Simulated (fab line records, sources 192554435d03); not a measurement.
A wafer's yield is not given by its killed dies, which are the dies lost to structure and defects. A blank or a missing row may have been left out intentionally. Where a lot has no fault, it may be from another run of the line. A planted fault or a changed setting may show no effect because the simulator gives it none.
Which tool was responsible? :: flow n5 finfet :: 10 lots with 30 wafers sampled at 5 steps, on a route of 1938 steps

WHAT THE GAUGES SHOWED, per wafer
Not one reading of a measure or inspect step in the record can be checked against a usual standard deviation.

WHICH TOOL RAN EACH LOT (tool, then ch and the chambers of the sampled wafers, then the start)
lot: L353
N5_HKMG_FIN_ETCH_35: rie diel-05 ch 0,2,3, day 4 04:50
N5_PASSIVATION_ETCH_59: rie metal-01 ch 0,1, day 11 08:39
N5_PASSIVATION_PECVD_35: pecvd-03 ch 0,1,2, day 11 09:32
N5_PASSIVATION_DESCUM_46: rie diel-03 ch 0,1, day 11 10:29
N5_PASSIVATION_PROBE_49: -

lot: L356
N5_HKMG_FIN_ETCH_35: rie diel-03 ch 0,1,3, day 4 23:13
N5_PASSIVATION_ETCH_59: rie metal-03 ch 0,1, day 12 20:32
N5_PASSIVATION_PECVD_35: pecvd-02 ch 1,2, day 12 21:16
N5_PASSIVATION_DESCUM_46: rie diel-05 ch 2,3, day 12 21:55
N5_PASSIVATION_PROBE_49: -

lot: L357
N5_HKMG_FIN_ETCH_35: rie diel-06 ch 0,1,2, day 5 05:20
N5_PASSIVATION_ETCH_59: rie metal-02 ch 0,1, day 13 15:07
N5_PASSIVATION_PECVD_35: pecvd-03 ch 1,2, day 13 15:54
N5_PASSIVATION_DESCUM_46: rie diel-06 ch 0,2, day 13 16:41
N5_PASSIVATION_PROBE_49: -

lot: L362
N5_HKMG_FIN_ETCH_35: rie diel-06 ch 0,1,3, day 6 10:30
N5_PASSIVATION_ETCH_59: rie metal-02 ch 0,1, day 14 04:50
N5_PASSIVATION_PECVD_35: pecvd-02 ch 0,1,2, day 14 05:58
N5_PASSIVATION_DESCUM_46: rie diel-03 ch 0,2,3, day 14 06:29
N5_PASSIVATION_PROBE_49: -

lot: L366
N5_HKMG_FIN_ETCH_35: rie diel-06 ch 1,2, day 7 11:45
N5_PASSIVATION_ETCH_59: rie metal-02 ch 0,1, day 15 07:18
N5_PASSIVATION_PECVD_35: pecvd-02 ch 0,1, day 15 08:13
N5_PASSIVATION_DESCUM_46: rie diel-06 ch 1,2,3, day 15 09:08
N5_PASSIVATION_PROBE_49: prober-02, day 15 12:12

lot: L368
N5_HKMG_FIN_ETCH_35: rie diel-06 ch 0,1, day 8 01:17
N5_PASSIVATION_ETCH_59: rie metal-01 ch 0,1, day 15 20:04
N5_PASSIVATION_PECVD_35: pecvd-03 ch 0,1,2, day 15 20:47
N5_PASSIVATION_DESCUM_46: rie diel-05 ch 0,2,3, day 15 21:26
N5_PASSIVATION_PROBE_49: prober-01, day 16 00:34

lot: L371
N5_HKMG_FIN_ETCH_35: rie diel-05 ch 0,3, day 8 16:52
N5_PASSIVATION_ETCH_59: rie metal-02 ch 0,1, day 16 09:08
N5_PASSIVATION_PECVD_35: pecvd-03 ch 0,1, day 16 09:52
N5_PASSIVATION_DESCUM_46: rie diel-06 ch 0,1,3, day 16 10:23
N5_PASSIVATION_PROBE_49: -

lot: L374
N5_HKMG_FIN_ETCH_35: rie diel-05 ch 1,2, day 9 09:32
N5_PASSIVATION_ETCH_59: rie metal-01 ch 0,1, day 16 21:38
N5_PASSIVATION_PECVD_35: pecvd-03 ch 1,2, day 16 22:32
N5_PASSIVATION_DESCUM_46: rie diel-06 ch 0,2,3, day 16 23:03
N5_PASSIVATION_PROBE_49: -

lot: L375
N5_HKMG_FIN_ETCH_35: rie diel-03 ch 1,2,3, day 9 16:58
N5_PASSIVATION_ETCH_59: rie metal-02 ch 0,1, day 17 16:17
N5_PASSIVATION_PECVD_35: pecvd-02 ch 0,1, day 17 17:01
N5_PASSIVATION_DESCUM_46: rie diel-03 ch 0,1, day 17 17:57
N5_PASSIVATION_PROBE_49: -

lot: L376
N5_HKMG_FIN_ETCH_35: rie diel-03 ch 0,1,3, day 9 21:02
N5_PASSIVATION_ETCH_59: rie metal-03 ch 0,1, day 17 15:47
N5_PASSIVATION_PECVD_35: pecvd-02 ch 0,1, day 17 16:38
N5_PASSIVATION_DESCUM_46: rie diel-05 ch 0,1,2, day 17 17:09
N5_PASSIVATION_PROBE_49: -
- N5_HKMG_FIN_ETCH_35: etches SOC in N2/H2, target depth 215.8 nm, time 243.4 s.
- N5_PASSIVATION_ETCH_59: etches TaN in Cl2/BCl3, target depth 65 nm, time 34.9 s.
- N5_PASSIVATION_PECVD_35: deposits SiNx from SiH4/NH3/N2, target thk 700 nm, time 151.3 s.
- N5_PASSIVATION_DESCUM_46: chemistry O2, time 7.9 s.
- N5_PASSIVATION_PROBE_49

WHAT THE TOOLS THEMSELVES READ (means of the sampled wafers that have a number; where no wafer has one, the mark that the record gives instead)
N5_HKMG_FIN_ETCH_35. Usual: chamber pressure mTorr 30.001 mTorr, standard deviation 0.026; drypump motor current A 5.6 A, standard deviation 0.41; oes product au 0.78 a.u., standard deviation 0.085; rf vpp V 141.5 V, standard deviation 1.1; showerhead plenum p Torr 2.52 Torr, standard deviation 0.071; throttle valve pct 17.81 %, standard deviation 0.23.
lot: L353
tool: rie diel-05
chamber pressure mTorr (mTorr): 29.978
drypump motor current A (A): 5.5
oes product au (a.u.): 0.75
rf vpp V (V): 142.0
showerhead plenum p Torr (Torr): 2.56
throttle valve pct (%): 17.82
flag: 

lot: L356
tool: rie diel-03
chamber pressure mTorr (mTorr): 29.986
drypump motor current A (A): 5.7
oes product au (a.u.): 0.83
rf vpp V (V): 141.6
showerhead plenum p Torr (Torr): 2.52
throttle valve pct (%): 17.88
flag: 

lot: L357
tool: rie diel-06
chamber pressure mTorr (mTorr): 29.986
drypump motor current A (A): 5.4
oes product au (a.u.): 0.73
rf vpp V (V): 140.9
showerhead plenum p Torr (Torr): 2.53
throttle valve pct (%): 17.74
flag: 

lot: L362
tool: rie diel-06
chamber pressure mTorr (mTorr): 30.016
drypump motor current A (A): 5.6
oes product au (a.u.): 0.74
rf vpp V (V): 140.7
showerhead plenum p Torr (Torr): 2.53
throttle valve pct (%): 17.71
flag: 

lot: L366
tool: rie diel-06
chamber pressure mTorr (mTorr): 29.998
drypump motor current A (A): 5.5
oes product au (a.u.): 0.74
rf vpp V (V): 140.8
showerhead plenum p Torr (Torr): 2.49
throttle valve pct (%): 17.57
flag: 

lot: L368
tool: rie diel-06
chamber pressure mTorr (mTorr): 29.977
drypump motor current A (A): 5.2
oes product au (a.u.): 0.72
rf vpp V (V): 142.4
showerhead plenum p Torr (Torr): 2.59
throttle valve pct (%): 17.85
flag: 

lot: L371
tool: rie diel-05
chamber pressure mTorr (mTorr): 30.024
drypump motor current A (A): 5.5
oes product au (a.u.): 0.79
rf vpp V (V): 141.3
showerhead plenum p Torr (Torr): 2.51
throttle valve pct (%): 17.86
flag: 

lot: L374
tool: rie diel-05
chamber pressure mTorr (mTorr): 30.006
drypump motor current A (A): 5.4
oes product au (a.u.): 0.73
rf vpp V (V): 141.2
showerhead plenum p Torr (Torr): 2.55
throttle valve pct (%): 17.81
flag: 

lot: L375
tool: rie diel-03
chamber pressure mTorr (mTorr): 30.009
drypump motor current A (A): 5.7
oes product au (a.u.): 0.85
rf vpp V (V): 141.1
showerhead plenum p Torr (Torr): 2.51
throttle valve pct (%): 17.89
flag: 

lot: L376
tool: rie diel-03
chamber pressure mTorr (mTorr): 30.010
drypump motor current A (A): 5.7
oes product au (a.u.): 0.87
rf vpp V (V): 141.3
showerhead plenum p Torr (Torr): 2.51
throttle valve pct (%): 17.80
flag: 

N5_PASSIVATION_ETCH_59. Usual: chamber pressure mTorr 10.000 mTorr, standard deviation 0.009; drypump motor current A 5.6 A, standard deviation 0.39; oes product au 0.85 a.u., standard deviation 0.057; throttle valve pct 21.07 %, standard deviation 0.16.
lot: L353
tool: rie metal-01
chamber pressure mTorr (mTorr): 10.004
drypump motor current A (A): 5.4
oes product au (a.u.): 0.87
throttle valve pct (%): 20.92
flag: 

lot: L356
tool: rie metal-03
chamber pressure mTorr (mTorr): 9.999
drypump motor current A (A): 5.7
oes product au (a.u.): 0.81
throttle valve pct (%): 21.02
flag: 

lot: L357
tool: rie metal-02
chamber pressure mTorr (mTorr): 10.006
drypump motor current A (A): 5.6
oes product au (a.u.): 0.93
throttle valve pct (%): 21.23
flag: 

lot: L362
tool: rie metal-02
chamber pressure mTorr (mTorr): 10.007
drypump motor current A (A): 5.9
oes product au (a.u.): 0.92
throttle valve pct (%): 21.15
flag: 

lot: L366
tool: rie metal-02
chamber pressure mTorr (mTorr): 9.989
drypump motor current A (A): 5.9
oes product au (a.u.): 0.90
throttle valve pct (%): 21.14
flag: 

lot: L368
tool: rie metal-01
chamber pressure mTorr (mTorr): 10.002
drypump motor current A (A): 5.2
oes product au (a.u.): 0.82
throttle valve pct (%): 20.96
flag: 

lot: L371
tool: rie metal-02
chamber pressure mTorr (mTorr): 10.003
drypump motor current A (A): 5.6
oes product au (a.u.): 0.88
throttle valve pct (%): 21.28
flag: 

lot: L374
tool: rie metal-01
chamber pressure mTorr (mTorr): 9.996
drypump motor current A (A): 5.2
oes product au (a.u.): 0.81
throttle valve pct (%): 20.96
flag: 

lot: L375
tool: rie metal-02
chamber pressure mTorr (mTorr): 9.997
drypump motor current A (A): 5.9
oes product au (a.u.): 0.87
throttle valve pct (%): 21.16
flag: 

lot: L376
tool: rie metal-03
chamber pressure mTorr (mTorr): 10.005
drypump motor current A (A): 5.7
oes product au (a.u.): 0.80
throttle valve pct (%): 21.02
flag: 

N5_PASSIVATION_PECVD_35. Usual: heater power w 370 W, standard deviation 84; showerhead plenum p Torr 8.70 Torr, standard deviation 0.057; throttle valve pct 29.1 %, standard deviation 1.3.
lot: L353
tool: pecvd-03
heater power w (W): 356
showerhead plenum p Torr (Torr): 8.72
throttle valve pct (%): 29.0
flag: 

lot: L356
tool: pecvd-02
heater power w (W): 359
showerhead plenum p Torr (Torr): 8.69
throttle valve pct (%): 28.9
flag: 

lot: L357
tool: pecvd-03
heater power w (W): 348
showerhead plenum p Torr (Torr): 8.75
throttle valve pct (%): 29.3
flag: 

lot: L362
tool: pecvd-02
heater power w (W): 426
showerhead plenum p Torr (Torr): 8.69
throttle valve pct (%): 29.8
flag: 

lot: L366
tool: pecvd-02
heater power w (W): 429
showerhead plenum p Torr (Torr): 8.66
throttle valve pct (%): 30.3
flag: 

lot: L368
tool: pecvd-03
heater power w (W): 332
showerhead plenum p Torr (Torr): 8.70
throttle valve pct (%): 29.2
flag: 

lot: L371
tool: pecvd-03
heater power w (W): 420
showerhead plenum p Torr (Torr): 8.76
throttle valve pct (%): 30.1
flag: 

lot: L374
tool: pecvd-03
heater power w (W): 307
showerhead plenum p Torr (Torr): 8.71
throttle valve pct (%): 28.6
flag: 

lot: L375
tool: pecvd-02
heater power w (W): 378
showerhead plenum p Torr (Torr): 8.67
throttle valve pct (%): 30.3
flag: 

lot: L376
tool: pecvd-02
heater power w (W): 476
showerhead plenum p Torr (Torr): 8.68
throttle valve pct (%): 30.7
flag: 

N5_PASSIVATION_DESCUM_46. Usual: chamber pressure mTorr 20.000 mTorr, standard deviation 0.019; drypump motor current A 5.6 A, standard deviation 0.41; oes product au 0.81 a.u., standard deviation 0.095; rf vpp V 243.1 V, standard deviation 1.4; showerhead plenum p Torr 2.09 Torr, standard deviation 0.076; throttle valve pct 20.40 %, standard deviation 0.19.
lot: L353
tool: rie diel-03
chamber pressure mTorr (mTorr): 20.020
drypump motor current A (A): 5.6
oes product au (a.u.): 0.86
rf vpp V (V): 242.7
showerhead plenum p Torr (Torr): 2.12
throttle valve pct (%): 20.61
flag: 

lot: L356
tool: rie diel-05
chamber pressure mTorr (mTorr): 20.007
drypump motor current A (A): 5.3
oes product au (a.u.): 0.81
rf vpp V (V): 243.0
showerhead plenum p Torr (Torr): 2.08
throttle valve pct (%): 20.41
flag: 

lot: L357
tool: rie diel-06
chamber pressure mTorr (mTorr): 20.007
drypump motor current A (A): 5.2
oes product au (a.u.): 0.90
rf vpp V (V): 244.7
showerhead plenum p Torr (Torr): 2.18
throttle valve pct (%): 20.40
flag: 

lot: L362
tool: rie diel-03
chamber pressure mTorr (mTorr): 20.000
drypump motor current A (A): 6.0
oes product au (a.u.): 0.76
rf vpp V (V): 242.2
showerhead plenum p Torr (Torr): 2.01
throttle valve pct (%): 20.51
flag: 

lot: L366
tool: rie diel-06
chamber pressure mTorr (mTorr): 19.990
drypump motor current A (A): 5.8
oes product au (a.u.): 0.84
rf vpp V (V): 245.2
showerhead plenum p Torr (Torr): 2.17
throttle valve pct (%): 20.17
flag: 

lot: L368
tool: rie diel-05
chamber pressure mTorr (mTorr): 19.995
drypump motor current A (A): 5.5
oes product au (a.u.): 0.84
rf vpp V (V): 243.0
showerhead plenum p Torr (Torr): 2.08
throttle valve pct (%): 20.33
flag: 

lot: L371
tool: rie diel-06
chamber pressure mTorr (mTorr): 19.980
drypump motor current A (A): 5.6
oes product au (a.u.): 0.83
rf vpp V (V): 244.8
showerhead plenum p Torr (Torr): 2.15
throttle valve pct (%): 20.27
flag: 

lot: L374
tool: rie diel-06
chamber pressure mTorr (mTorr): 19.991
drypump motor current A (A): 5.7
oes product au (a.u.): 0.86
rf vpp V (V): 243.9
showerhead plenum p Torr (Torr): 2.20
throttle valve pct (%): 20.30
flag: 

lot: L375
tool: rie diel-03
chamber pressure mTorr (mTorr): 19.992
drypump motor current A (A): 5.8
oes product au (a.u.): 0.77
rf vpp V (V): 241.4
showerhead plenum p Torr (Torr): 2.05
throttle valve pct (%): 20.67
flag: 

lot: L376
tool: rie diel-05
chamber pressure mTorr (mTorr): 19.985
drypump motor current A (A): 5.5
oes product au (a.u.): 0.95
rf vpp V (V): 243.3
showerhead plenum p Torr (Torr): 2.08
throttle valve pct (%): 20.11
flag: 

N5_PASSIVATION_PROBE_49. Usual: defect limited yield 91.3 %, standard deviation 1.5; killed_at_M0_to_M3 34, standard deviation 11; killed_at_M4_up 14, standard deviation 6.1; killed at contacts 12, standard deviation 5.9; killed at front end 39, standard deviation 11; killed at other 4, standard deviation 3.3; killed dies 102, standard deviation 18; killed open 67, standard deviation 13; killed short 33, standard deviation 7.9; sort_bin_5_function 5.1 %, standard deviation 1; sort_bin_6_memory 3.3 %, standard deviation 0.7; sort n pass 1077, standard deviation 19; sort yield pct 91.3 %, standard deviation 1.6.
lot: L366
tool: prober-02
defect limited yield (%): 79.8
killed_at_M0_to_M3: 25
killed_at_M4_up: 11
killed at contacts: 5
killed at front end: 191
killed at other: 6
killed dies: 238
killed open: 50
killed short: 26
sort_bin_5_function (%): 11.9
sort_bin_6_memory (%): 4.1
sort n pass: 942
sort yield pct (%): 79.8
flag: OFF

lot: L368
tool: prober-01
defect limited yield (%): 82.6
killed_at_M0_to_M3: 26
killed_at_M4_up: 7
killed at contacts: 13
killed at front end: 157
killed at other: 2
killed dies: 205
killed open: 56
killed short: 21
sort_bin_5_function (%): 9.8
sort_bin_6_memory (%): 3.7
sort n pass: 975
sort yield pct (%): 82.6
flag: OFF

THE ANSWER, worked out from the rows above alone
Rule: a lot is off if the mean of its wafers that have a number lies more than 3 standard deviations from the usual mean. Also off: a lot with no number at a reading for which 4 or more lots have one. Any other lot the step has rows for is counted as sound. After the gauges, taken in route order, come the tools' own readings; for these a lot's mean is taken, as printed above. The first step at which some lot is off is used, and at that step the reading that is off furthest; a lot without a number counts as furthest.
Off: L366, L368 (N5_PASSIVATION_PROBE_49, killed at front end). Neither off nor sound, because the step has no rows for them: L353, L356, L357, L362, L371, L374, L375, L376.
A tool fits if, at that step or a process step before it, it ran every lot that is off, and no sound lot after the first of them. One fits: rie diel-06 at N5_HKMG_FIN_ETCH_35. It ran no sound lot before its first lot that is off in this sample, so the start can't be narrowed down.

WHAT WAS PUT IN BY THE SIMULATOR
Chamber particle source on rie diel-06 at N5_HKMG_FIN_ETCH_35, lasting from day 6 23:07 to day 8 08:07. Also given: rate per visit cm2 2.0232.
Struck lots among those shown: L366, L368. This agrees with what the rule above found.
